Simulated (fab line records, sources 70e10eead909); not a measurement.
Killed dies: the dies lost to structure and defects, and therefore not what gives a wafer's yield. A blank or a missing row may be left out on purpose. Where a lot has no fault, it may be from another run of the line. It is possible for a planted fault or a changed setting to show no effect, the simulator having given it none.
Matching of chambers || flow nand_harc || 4 sister chambers for NHARC_A_CHANNEL_HOLE_D1_DESCUM_15 on rie_diel-11
The step chemistry O2, time 3 s. 24 wafers are shown with their chamber, then 12 later ones without.

## WAFERS, EACH WITH ITS CHAMBER
{"wafer": "L079.1", "chamber": 1, "drypump_motor_current_A (A)": 5.7, "oes_product_au (a.u.)": 1.013, "rf_vpp_V (V)": 58.1}
{"wafer": "L079.4", "chamber": 0, "drypump_motor_current_A (A)": 6.3, "oes_product_au (a.u.)": 1.006, "rf_vpp_V (V)": 58.1}
{"wafer": "L079.6", "chamber": 1, "drypump_motor_current_A (A)": 5.7, "oes_product_au (a.u.)": 1.015, "rf_vpp_V (V)": 57.6}
{"wafer": "L079.2", "chamber": 2, "drypump_motor_current_A (A)": 5.8, "oes_product_au (a.u.)": 1.002, "rf_vpp_V (V)": 57.3}
{"wafer": "L079.3", "chamber": 3, "drypump_motor_current_A (A)": 5.3, "oes_product_au (a.u.)": 1.009, "rf_vpp_V (V)": 57.4}
{"wafer": "L079.5", "chamber": 0, "drypump_motor_current_A (A)": 6.3, "oes_product_au (a.u.)": 1.002, "rf_vpp_V (V)": 59.1}
{"wafer": "L080.1", "chamber": 0, "drypump_motor_current_A (A)": 6.3, "oes_product_au (a.u.)": 1.011, "rf_vpp_V (V)": 56.7}
{"wafer": "L080.5", "chamber": 0, "drypump_motor_current_A (A)": 6.3, "oes_product_au (a.u.)": 1.010, "rf_vpp_V (V)": 59.0}
{"wafer": "L080.6", "chamber": 3, "drypump_motor_current_A (A)": 5.3, "oes_product_au (a.u.)": 1.001, "rf_vpp_V (V)": 57.6}
{"wafer": "L083.1", "chamber": 0, "drypump_motor_current_A (A)": 6.3, "oes_product_au (a.u.)": 1.035, "rf_vpp_V (V)": 58.2}
{"wafer": "L083.2", "chamber": 3, "drypump_motor_current_A (A)": 5.3, "oes_product_au (a.u.)": 1.010, "rf_vpp_V (V)": 59.7}
{"wafer": "L083.5", "chamber": 2, "drypump_motor_current_A (A)": 5.8, "oes_product_au (a.u.)": 0.996, "rf_vpp_V (V)": 57.8}
{"wafer": "L087.1", "chamber": 0, "drypump_motor_current_A (A)": 6.3, "oes_product_au (a.u.)": 1.020, "rf_vpp_V (V)": 57.8}
{"wafer": "L087.3", "chamber": 1, "drypump_motor_current_A (A)": 5.6, "oes_product_au (a.u.)": 1.017, "rf_vpp_V (V)": 57.1}
{"wafer": "L087.5", "chamber": 2, "drypump_motor_current_A (A)": 5.8, "oes_product_au (a.u.)": 1.001, "rf_vpp_V (V)": 57.4}
{"wafer": "L088.1", "chamber": 3, "drypump_motor_current_A (A)": 5.3, "oes_product_au (a.u.)": 1.013, "rf_vpp_V (V)": 57.3}
{"wafer": "L088.4", "chamber": 1, "drypump_motor_current_A (A)": 5.7, "oes_product_au (a.u.)": 0.999, "rf_vpp_V (V)": 56.3}
{"wafer": "L088.5", "chamber": 3, "drypump_motor_current_A (A)": 5.3, "oes_product_au (a.u.)": 1.021, "rf_vpp_V (V)": 58.5}
{"wafer": "L086.1", "chamber": 2, "drypump_motor_current_A (A)": 5.8, "oes_product_au (a.u.)": 1.001, "rf_vpp_V (V)": 58.0}
{"wafer": "L086.2", "chamber": 1, "drypump_motor_current_A (A)": 5.7, "oes_product_au (a.u.)": 1.017, "rf_vpp_V (V)": 57.9}
{"wafer": "L086.6", "chamber": 1, "drypump_motor_current_A (A)": 5.7, "oes_product_au (a.u.)": 1.006, "rf_vpp_V (V)": 58.3}
{"wafer": "L089.1", "chamber": 0, "drypump_motor_current_A (A)": 6.3, "oes_product_au (a.u.)": 1.011, "rf_vpp_V (V)": 57.5}
{"wafer": "L089.3", "chamber": 2, "drypump_motor_current_A (A)": 5.8, "oes_product_au (a.u.)": 1.007, "rf_vpp_V (V)": 57.2}
{"wafer": "L089.6", "chamber": 1, "drypump_motor_current_A (A)": 5.7, "oes_product_au (a.u.)": 1.009, "rf_vpp_V (V)": 56.9}

SIGNATURES (means of the wafers above)
{"reading": "drypump_motor_current_A", "chamber 0": 6.300, "chamber 1": 5.686, "chamber 2": 5.800, "chamber 3": 5.300, "scatter within a chamber": 0.0207}
{"reading": "oes_product_au", "chamber 0": 1.01357, "chamber 1": 1.01086, "chamber 2": 1.00140, "chamber 3": 1.01080, "scatter within a chamber": 0.00791}
{"reading": "rf_vpp_V", "chamber 0": 58.057, "chamber 1": 57.457, "chamber 2": 57.540, "chamber 3": 58.100, "scatter within a chamber": 0.772}
Rule: a wafer's distance from a chamber is the root of the sum, over the readings, of the square of ((its reading less the chamber's mean) divided by the reading's scatter). The wafer belongs to the nearest chamber; if the next one is less than 2 further off, it can't be placed. The scatter: the root of (the sum of the squares of (reading less its chamber's mean) over the shown wafers, divided by (wafers less chambers)).

## WAFERS WITHOUT THEIR CHAMBER
{"wafer": "L094.2", "drypump_motor_current_A (A)": 5.8, "oes_product_au (a.u.)": 1.000, "rf_vpp_V (V)": 56.1}
{"wafer": "L094.4", "drypump_motor_current_A (A)": 5.3, "oes_product_au (a.u.)": 1.012, "rf_vpp_V (V)": 57.6}
{"wafer": "L094.5", "drypump_motor_current_A (A)": 5.8, "oes_product_au (a.u.)": 1.001, "rf_vpp_V (V)": 57.0}
{"wafer": "L096.1", "drypump_motor_current_A (A)": 5.3, "oes_product_au (a.u.)": 1.014, "rf_vpp_V (V)": 57.8}
{"wafer": "L096.2", "drypump_motor_current_A (A)": 6.3, "oes_product_au (a.u.)": 1.010, "rf_vpp_V (V)": 57.7}
{"wafer": "L096.6", "drypump_motor_current_A (A)": 5.8, "oes_product_au (a.u.)": 0.992, "rf_vpp_V (V)": 55.9}
{"wafer": "L097.1", "drypump_motor_current_A (A)": 5.7, "oes_product_au (a.u.)": 1.018, "rf_vpp_V (V)": 58.2}
{"wafer": "L097.2", "drypump_motor_current_A (A)": 5.9, "oes_product_au (a.u.)": 0.992, "rf_vpp_V (V)": 57.8}
{"wafer": "L097.5", "drypump_motor_current_A (A)": 5.7, "oes_product_au (a.u.)": 1.008, "rf_vpp_V (V)": 57.7}
{"wafer": "L097.3", "drypump_motor_current_A (A)": 6.3, "oes_product_au (a.u.)": 1.005, "rf_vpp_V (V)": 57.8}
{"wafer": "L097.4", "drypump_motor_current_A (A)": 5.3, "oes_product_au (a.u.)": 1.020, "rf_vpp_V (V)": 57.2}
{"wafer": "L097.6", "drypump_motor_current_A (A)": 5.8, "oes_product_au (a.u.)": 0.993, "rf_vpp_V (V)": 57.4}

## THE CHAMBER EACH PASSED THROUGH
{"wafer": "L094.2", "from the rows above": 2, "in truth": 2}
{"wafer": "L094.4", "from the rows above": 3, "in truth": 3}
{"wafer": "L094.5", "from the rows above": 2, "in truth": 2}
{"wafer": "L096.1", "from the rows above": 3, "in truth": 3}
{"wafer": "L096.2", "from the rows above": 0, "in truth": 0}
{"wafer": "L096.6", "from the rows above": 2, "in truth": 2}
{"wafer": "L097.1", "from the rows above": 1, "in truth": 1}
{"wafer": "L097.2", "from the rows above": 2, "in truth": 2}
{"wafer": "L097.5", "from the rows above": 1, "in truth": 1}
{"wafer": "L097.3", "from the rows above": 0, "in truth": 0}
{"wafer": "L097.4", "from the rows above": 3, "in truth": 3}
{"wafer": "L097.6", "from the rows above": 2, "in truth": 2}
Correctly placed: 12 of 12. Can't be placed from these rows: 0. Number placed wrongly: 0.
